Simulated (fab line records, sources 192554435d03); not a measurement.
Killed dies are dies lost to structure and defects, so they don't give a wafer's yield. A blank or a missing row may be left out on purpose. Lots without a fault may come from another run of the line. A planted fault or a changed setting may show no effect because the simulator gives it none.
Which tool did it? | flow n5_finfet | 12 lots, 36 wafers sampled, at 3 steps of a route of 1938

WHAT THE GAUGES READ, wafer by wafer
N5_MOL_CONTACT_COAG_CD_MEAS_137: target cd 16 nm.
lot  | measured     | on        | cd_nm (nm)
L075 | day 5 07:32  | cd_sem-02 | 15.6 15.7 15.9
L077 | day 5 19:46  | cd_sem-02 | 16.0 15.9 16.1
L079 | day 6 09:07  | cd_sem-01 | 16.2 16.2 16.0
L081 | day 6 22:11  | cd_sem-01 | 16.2 15.7 15.8
L083 | day 7 05:44  | cd_sem-02 | 15.9 15.5 15.8
L085 | day 7 23:03  | cd_sem-02 | 15.5 15.4 15.5
L087 | day 8 08:55  | cd_sem-03 | 15.4 15.8 15.8
L090 | day 8 22:04  | cd_sem-01 | 15.7 15.4 16.0
L089 | day 9 06:49  | cd_sem-01 | 15.7 15.9 16.3
L093 | day 9 22:48  | cd_sem-02 | 16.0 16.0 16.3
L095 | day 10 06:49 | cd_sem-01 | 15.8 16.4 16.0
L097 | day 10 19:51 | cd_sem-02 | 15.6 15.6 15.5

WHICH TOOL RAN EACH LOT (tool, then ch and the chambers of the sampled wafers, then the start)
lot  | N5_MOL_CONTACT_COAG_ANNEAL_113   | N5_MOL_CONTACT_COAG_ALD_131
L075 | rtp_anneal-02 ch 0, day 5 01:23  | ald_sin-03 ch 0,3, day 5 06:49
L077 | rtp_anneal-01 ch 0, day 5 12:59  | ald_sin-01 ch 0,1,2, day 5 19:06
L079 | rtp_anneal-02 ch 0, day 6 02:11  | ald_sin-03 ch 0,1,2, day 6 08:22
L081 | rtp_anneal-01 ch 0, day 6 14:24  | ald_sin-04 ch 0,1,3, day 6 21:29
L083 | rtp_anneal-02 ch 0, day 7 00:17  | ald_sin-03 ch 0,1,3, day 7 05:03
L085 | rtp_anneal-02 ch 0, day 7 15:37  | ald_sin-01 ch 1,2,3, day 7 22:23
L087 | rtp_anneal-02 ch 0, day 8 01:34  | ald_sin-03 ch 0,2,3, day 8 08:14
L090 | rtp_anneal-02 ch 0, day 8 15:19  | ald_sin-03 ch 1,3, day 8 21:24
L089 | rtp_anneal-02 ch 0, day 9 00:21  | ald_sin-04 ch 0,3, day 9 06:08
L093 | rtp_anneal-02 ch 0, day 9 14:11  | ald_sin-03 ch 1,2,3, day 9 22:07
L095 | rtp_anneal-02 ch 0, day 9 23:23  | ald_sin-04 ch 0,2,3, day 10 06:08
L097 | rtp_anneal-02 ch 0, day 10 13:17 | ald_sin-03 ch 0,3, day 10 19:11
- N5_MOL_CONTACT_COAG_ANNEAL_113: time 300 s.
- N5_MOL_CONTACT_COAG_ALD_131: deposits SiO2, target thk 5 nm, pulse time 1 s, co reactant pulse time 1 s.

THE ANSWER, worked out from the rows above alone
Rule: what is usual is taken from the lots themselves. Put in order of their means at a reading, lots are off if they are a third of the lots or fewer, leave a main group of 4 or more, and stand apart from it by a gap of 3 or more times the standard deviation of the main group's means; of several such gaps the widest counts. A main group whose means are all the same, to the digits that the tables above print for the reading, isn't used. A lot without any number at a reading at which 4 lots or more have one is off too. The other lots that the step has rows for count as sound.
No lot is off at any reading shown: from this, nothing can be told.

WHAT THE SIMULATOR HAD PUT IN
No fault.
